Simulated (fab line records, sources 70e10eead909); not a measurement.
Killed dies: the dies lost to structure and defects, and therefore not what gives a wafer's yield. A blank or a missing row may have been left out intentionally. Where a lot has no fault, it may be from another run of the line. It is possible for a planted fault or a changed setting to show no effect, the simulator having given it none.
Chamber matching :: flow nandHarc :: NHARC_A_CONTACT_ETCH_48 on rieDiel-07 has 4 sister chambers
The step etches the open film in CF4, target depth 39 nm, time 65 s. 4 wafers are shown with their chamber, then 8 later ones without.

## WAFERS PAIRED WITH THEIR CHAMBERS
wafer: L081.4
chamber: 2
drypumpMotorCurrentA (A): 5.9

wafer: L089.2
chamber: 3
drypumpMotorCurrentA (A): 5.6

wafer: L089.5
chamber: 1
drypumpMotorCurrentA (A): 4.7

wafer: L092.2
chamber: 0
drypumpMotorCurrentA (A): 6.7

## WAFERS WITH NO CHAMBER GIVEN
wafer: L092.3
drypumpMotorCurrentA (A): 5.5

wafer: L092.5
drypumpMotorCurrentA (A): 5.5

wafer: L093.4
drypumpMotorCurrentA (A): 6.7

wafer: L093.5
drypumpMotorCurrentA (A): 6.0

wafer: L093.6
drypumpMotorCurrentA (A): 4.7

wafer: L096.3
drypumpMotorCurrentA (A): 6.7

wafer: L096.5
drypumpMotorCurrentA (A): 4.8

wafer: L096.6
drypumpMotorCurrentA (A): 6.7

## WHICH CHAMBER EACH WENT THROUGH
wafer: L092.3
from the rows above: 3
in truth: 3

wafer: L092.5
from the rows above: 3
in truth: 3

wafer: L093.4
from the rows above: 0
in truth: 0

wafer: L093.5
from the rows above: 2
in truth: 2

wafer: L093.6
from the rows above: 1
in truth: 1

wafer: L096.3
from the rows above: 0
in truth: 0

wafer: L096.5
from the rows above: 1
in truth: 1

wafer: L096.6
from the rows above: 0
in truth: 0
Correct placement for 8 of the 8. Not placeable from these rows: 0. Placed wrongly: 0.
How it was worked out, from the rows above alone: a wafer's distance from a chamber is the root of the sum, over the readings, of the square of ((its reading less the chamber's mean) divided by the reading's scatter). If the next closest chamber is less than 2 further off than the closest, the wafer can't be placed; otherwise it belongs to the closest. For every chamber, the mean is computed from those of its wafers that are shown. The scatter (one wafer shown for each chamber): square how far every hidden wafer sits from the nearest shown wafer, average those squares and take the square root.
